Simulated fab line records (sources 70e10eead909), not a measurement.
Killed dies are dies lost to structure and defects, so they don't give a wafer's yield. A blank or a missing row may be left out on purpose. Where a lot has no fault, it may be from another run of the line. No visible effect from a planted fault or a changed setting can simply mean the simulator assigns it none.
The tool behind it: which one? | flow nand harc | 34 wafers from 12 lots sampled at 5 of the route's 1159 steps

## WHAT EACH GAUGE READ, for each wafer
NHARC_END_SORT_01.
lot  | measured     | on        | killed at array | killed at other | killed at periphery | killed dies | killed open | killed short
L836 | day 24 00:22 | prober-01 | 29 109          | 0 2             | 16 9                | 45 120      | 4 3         | 4 2
L837 | day 23 17:20 | prober-01 | 46 28 127       | 0 0 0           | 6 8 6               | 52 36 133   | 5 1 1       | 1 1 2
L838 | day 24 14:10 | prober-01 | 16 133          | 3 2             | 2 3                 | 21 138      | 4 4         | 1 5

## EACH LOT AND THE TOOL THAT RAN IT (in order: tool; ch and the chambers of the sampled wafers; start)
lot  | NHARC_A_BLC_DESCUM_15              | NHARC_A_BLC_ETCH_17                | NHARC_A_BLC_ETCH_18                           | NHARC_A_BLC_ALD_23
L820 | rie diel-11 ch 1,2,3, day 17 21:39 | rie diel-11 ch 1,2,3, day 17 21:49 | rie diel-11 ch 0,1,3, day 17 23:28 or earlier | ald metal-01 ch 0,1,3, day 17 23:28
L821 | rie diel-01 ch 1,2, day 17 22:56   | rie diel-01 ch 0,1,3, day 17 23:12 | rie diel-01 ch 0,1,3, day 18 00:47 or earlier | ald metal-03 ch 0,1,2, day 18 00:47
L827 | rie diel-01 ch 0,1, day 18 23:01   | rie diel-01 ch 0,2, day 18 23:14   | rie diel-01 ch 2,3, day 19 00:52 or earlier   | ald metal-02 ch 2,3, day 19 00:52
L825 | rie diel-11 ch 0,2,3, day 19 08:10 | rie diel-11 ch 0,1,3, day 19 08:20 | rie diel-11 ch 0,1,3, day 19 09:59 or earlier | ald metal-02 ch 0,2,3, day 19 09:59
L829 | rie diel-12 ch 0,1,3, day 19 16:58 | rie diel-12 ch 0,1,2, day 19 17:35 | rie diel-12 ch 0,1,2, day 19 19:28 or earlier | ald metal-01 ch 0,2,3, day 19 19:28
L828 | rie diel-11 ch 2,3, day 19 17:35   | rie diel-11 ch 0,2,3, day 19 17:51 | rie diel-11 ch 0,1,3, day 19 19:31 or earlier | ald metal-03 ch 1,2,3, day 19 19:31
L831 | rie diel-01 ch 0,3, day 20 03:33   | rie diel-01 ch 0,1,3, day 20 03:43 | rie diel-01 ch 2,3, day 20 05:22 or earlier   | ald metal-03 ch 0,2,3, day 20 05:22
L836 | rie diel-11 ch 2, day 21 18:31     | rie diel-11 ch 0,2, day 21 18:49   | rie diel-11 ch 1,3, day 21 20:22 or earlier   | ald metal-01 ch 0,3, day 21 20:22
L837 | rie diel-11 ch 0,2,3, day 22 01:27 | rie diel-11 ch 0,3, day 22 01:39   | rie diel-11 ch 1,2,3, day 22 03:18 or earlier | ald metal-01 ch 0,2,3, day 22 03:18
L838 | rie diel-11 ch 0,1, day 22 11:34   | rie diel-11 ch 2,3, day 22 11:49   | rie diel-11 ch 0,1, day 22 13:22 or earlier   | ald metal-01 ch 0, day 22 13:22
L843 | rie diel-01 ch 0,1,3, day 23 01:13 | rie diel-01 ch 0,1,2, day 23 01:23 | rie diel-01 ch 0,1,2, day 23 03:07 or earlier | ald metal-03 ch 1,2,3, day 23 03:07
L841 | rie diel-01 ch 0,2,3, day 23 02:11 | rie diel-01 ch 2,3, day 23 02:20   | rie diel-01 ch 2,3, day 23 04:04 or earlier   | ald metal-02 ch 0,1, day 23 04:04
- NHARC_A_BLC_DESCUM_15: chemistry O2, time 3 s.
- NHARC_A_BLC_ETCH_17: etches the open film in N2/H2, target depth 390 nm, time 609.38 s.
- NHARC_A_BLC_ETCH_18: etches the open film in C4F8/O2/Ar, target depth 910 nm.
- NHARC_A_BLC_ALD_23: deposits TiN, target thk 3 nm, pulse time 1 s, ald cycles 150.

## AS READ BY THE TOOLS THEMSELVES (means over the sampled wafers that have a number; for cases with no such wafer, the mark the record gives instead)
NHARC_A_BLC_DESCUM_15.
lot  | tool        | drypump motor current A (A) | oes product au (a.u.) | rf vpp V (V) | showerhead plenum p Torr (Torr) | throttle valve pct (%)
L820 | rie diel-11 | 6.0                         | 0.990                 | 57.8         | 1.94                            | 11.312
L821 | rie diel-01 | 5.2                         | 1.005                 | 57.4         | 2.02                            | 11.308
L827 | rie diel-01 | 6.1                         | 1.001                 | 58.0         | 1.99                            | 11.309
L825 | rie diel-11 | 5.9                         | 1.004                 | 57.5         | 1.90                            | 11.301
L829 | rie diel-12 | 5.7                         | 0.995                 | 58.5         | 2.02                            | 11.317
L828 | rie diel-11 | 5.5                         | 1.000                 | 58.1         | 1.91                            | 11.313
L831 | rie diel-01 | 6.6                         | 1.005                 | 57.9         | 1.95                            | 11.323
L836 | rie diel-11 | 6.0                         | 1.000                 | 58.0         | 2.01                            | 11.325
L837 | rie diel-11 | 5.9                         | 1.001                 | 57.7         | 1.90                            | 11.310
L838 | rie diel-11 | 6.5                         | 1.002                 | 57.6         | 1.88                            | 11.315
L843 | rie diel-01 | 6.4                         | 1.002                 | 58.1         | 1.97                            | 11.315
L841 | rie diel-01 | 6.0                         | 0.999                 | 58.5         | 1.98                            | 11.308

NHARC_A_BLC_ETCH_17.
lot  | tool        | bias w (W) | drypump motor current A (A) | oes product au (a.u.) | rf vpp V (V) | run length s (s) | showerhead plenum p Torr (Torr) | throttle valve pct (%)
L820 | rie diel-11 | 150.1      | 6.0                         | 0.997                 | 430.9        | 630.7            | 2.07                            | 14.168
L821 | rie diel-01 | 150.3      | 6.3                         | 1.008                 | 432.1        | 630.9            | 2.11                            | 14.175
L827 | rie diel-01 | 149.8      | 6.0                         | 0.990                 | 432.0        | 630.5            | 2.12                            | 14.175
L825 | rie diel-11 | 150.5      | 6.1                         | 0.998                 | 429.6        | 630.7            | 2.00                            | 14.161
L829 | rie diel-12 | 149.8      | 5.8                         | 1.002                 | 432.7        | 630.2            | 2.14                            | 14.171
L828 | rie diel-11 | 150.4      | 5.9                         | 1.000                 | 430.1        | 631.2            | 2.03                            | 14.167
L831 | rie diel-01 | 149.7      | 6.3                         | 1.006                 | 432.8        | 631.0            | 2.10                            | 14.172
L836 | rie diel-11 | 150.2      | 6.2                         | 0.992                 | 430.4        | 571.0            | 2.05                            | 14.172
L837 | rie diel-11 | 149.7      | 6.0                         | 1.004                 | 429.3        | 590.8            | 1.96                            | 14.174
L838 | rie diel-11 | 150.1      | 5.7                         | 1.006                 | 431.4        | 571.2            | 2.06                            | 14.171
L843 | rie diel-01 | 150.1      | 5.7                         | 0.997                 | 432.7        | 631.0            | 2.13                            | 14.165
L841 | rie diel-01 | 150.0      | 5.5                         | 0.995                 | 433.3        | 630.8            | 2.13                            | 14.161

NHARC_A_BLC_ETCH_18.
lot  | tool        | bias w (W) | oes product au (a.u.) | rf vpp V (V)
L820 | rie diel-11 | 1497       | 0.968                 | 976
L821 | rie diel-01 | 1501       | 0.977                 | 983
L827 | rie diel-01 | 1499       | 0.967                 | 984
L825 | rie diel-11 | 1501       | 0.983                 | 976
L829 | rie diel-12 | 1496       | 0.926                 | 984
L828 | rie diel-11 | 1500       | 0.940                 | 976
L831 | rie diel-01 | 1495       | 0.963                 | 982
L836 | rie diel-11 | 1498       | 0.925                 | 976
L837 | rie diel-11 | 1502       | 0.919                 | 979
L838 | rie diel-11 | 1498       | 0.931                 | 976
L843 | rie diel-01 | 1500       | 0.957                 | 984
L841 | rie diel-01 | 1500       | 0.977                 | 982

NHARC_A_BLC_ALD_23.
lot  | tool         | heater power w (W) | precursor pulse height rel
L820 | ald metal-01 | 1149               | 1.008
L821 | ald metal-03 | 1126               | 0.991
L827 | ald metal-02 | 1173               | 1.003
L825 | ald metal-02 | 1106               | 0.992
L829 | ald metal-01 | 1152               | 1.007
L828 | ald metal-03 | 1099               | 0.998
L831 | ald metal-03 | 1123               | 1.007
L836 | ald metal-01 | 1195               | 0.994
L837 | ald metal-01 | 1187               | 0.994
L838 | ald metal-01 | 1364               | 1.000
L843 | ald metal-03 | 1072               | 0.985
L841 | ald metal-02 | 1049               | 1.028

## THE ANSWER, worked out from the rows above alone
Rule: the lots themselves supply what counts as usual. The widest of any qualifying gaps counts: lots, ordered by their means at a reading, are off when they make up no more than a third of the lots, leave a main group of 4 or more, and stand apart from it by 3 or more times the standard deviation of that group's means. Not used: any main group whose means are identical at the precision the tables above print for the reading. A lot without any number at a reading at which 4 lots or more have one is off too. Any other lot the step has rows for is counted as sound. Order of review: gauges by route order, followed by the tools' own readings, for which a lot's mean as printed above is used. At the first step where some lot is off, the reading lying furthest off is the one used; lots without a number count as furthest.
Off: L836, L837, L838 (NHARC_A_BLC_ETCH_17, run length s). Mean 630.8 s and standard deviation 0.28 in the main group.
A tool fits if, at that step or a process step before it, it ran every lot that is off, and no sound lot after the first of them. One fits: NHARC_A_BLC_DESCUM_15 and NHARC_A_BLC_ETCH_17 on rie diel-11. At NHARC_A_BLC_DESCUM_15 its last sound lot is L828 (day 19 17:35), its first lot that is off L836 (day 21 18:31): a fault that began between those two fits.

## WHAT HAD BEEN PUT IN BY THE SIMULATOR
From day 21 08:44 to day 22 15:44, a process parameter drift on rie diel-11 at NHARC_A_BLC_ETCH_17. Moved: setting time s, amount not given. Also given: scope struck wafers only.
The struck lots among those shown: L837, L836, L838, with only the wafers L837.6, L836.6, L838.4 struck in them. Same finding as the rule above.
